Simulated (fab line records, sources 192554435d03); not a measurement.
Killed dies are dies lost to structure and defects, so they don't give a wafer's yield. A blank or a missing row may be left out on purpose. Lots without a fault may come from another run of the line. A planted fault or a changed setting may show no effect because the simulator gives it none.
A struck lot beside a sound one | flow n5_finfet | 15 steps out of a route of 1938
Sound: wafers L728.1, L728.2, L728.4. Struck: wafers L725.1, L725.3, L725.4. The cause comes at the end.
At each step with rows: each side's tool, then ch and its chambers, then its first start. Under that, the readings that differ: sound wafers | struck wafers | difference of the means | sigmas: that difference in standard deviations of wafers without a fault.
alike: readings whose means differ by less than 2 such deviations, and words and numbers that are the same on both sides. not compared: withheld readings, readings that some wafer has no value for, bounds like >300 that may hide the same value, and numbers for which the record gives no deviation and whose values overlap.
The two part at a step that has a row with sigmas, a row that says differs or no value, or rows on one side only. Numbers that don't overlap but have no deviation are shown without sigmas and don't part them. A reading that every wafer of one side lacks parts them only if that side has two wafers or more.

N5_BEOL_M15_STRIP_36: strips in O2.
  sound on rie_diel-01 ch 0,1,3, day 13 09:42; struck on rie_diel-01 ch 0,2,3, day 12 02:22
  alike: drypump_motor_current_A, oes_product_au, rf_vpp_V, showerhead_plenum_p_Torr, throttle_valve_pct
  not compared: rf_hours_counter_h
then, 6 steps without rows for these wafers: N5_BEOL_M15_STRIP_62 (strips in O2); N5_BEOL_M15_STRIP_37 (strips in O2); N5_BEOL_M15_ETCH_38 (etches SiCN in CF4/N2, target depth 106.4 nm, time 120.5 s); N5_BEOL_M15_PRECLEAN_39 (cleans in residue remover, time 60 s); N5_BEOL_M15_SRD_40 (time 30 s, dry time 30 s); N5_BEOL_M15_DEGAS_41 (time 60 s).
N5_BEOL_M15_PRE_CLEAN_42: time 30 s.
  sound on pvd_sputter-02, day 13 10:29; struck on pvd_sputter-02, day 12 02:58
  alike: heater_power_w
then, 1 step without rows for these wafers: N5_BEOL_M15_SPUTTER_43 (material TaN, target thk 15 nm, time 24.19 s).
N5_BEOL_M15_SPUTTER_44: material Ta, target thk 15 nm, time 24.19 s.
  sound on pvd_sputter-02, day 13 10:36; struck on pvd_sputter-02, day 12 03:05
  alike: chamber_pressure_pa, throttle_valve_pct
N5_BEOL_M15_SPUTTER_45: material Cu, target thk 100 nm, time 16.67 s.
  sound on pvd_sputter-02, day 13 10:41; struck on pvd_sputter-02, day 12 03:10
  alike: chamber_pressure_pa, chuck_gas_flow_sccm, throttle_valve_pct
then, 1 step without rows for these wafers: N5_BEOL_M15_ECD_47 (material Cu, target thk 1860 nm).
N5_BEOL_M15_ANNEAL_48: time 90 s.
  sound on rtp_anneal-01 ch 0, day 13 12:21; struck on rtp_anneal-02 ch 0, day 12 03:38
  reading          | sound             | struck            | difference | sigmas
  wafer_temp_C_max | 226.4 226.4 226.8 | 222.0 221.9 221.6 | -4.7       | -12
N5_BEOL_M15_CMP_49: polishes, stops on SiO2, t overpolish 4.9 s, target thk 850 nm.
  sound on cmp-03 ch 1,2,3, day 13 12:39; struck on cmp-02 ch 0,2,3, day 12 03:58
  alike: barrier_field_endpoint_s, clearing_platen_down_force_psi, motor_current_A, overpolish_run_s
then, 1 step without rows for these wafers: N5_PASSIVATION_PROBE_49.

WHERE THEY PART
Only at N5_BEOL_M15_ANNEAL_48, within this record. Later steps at which nothing parts them and some readings are alike: N5_BEOL_M15_CMP_49.

WHY: what the simulator had put in
Process parameter drift: rtp_anneal-02, from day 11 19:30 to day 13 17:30, at N5_BEOL_M15_ANNEAL_48. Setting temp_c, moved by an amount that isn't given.
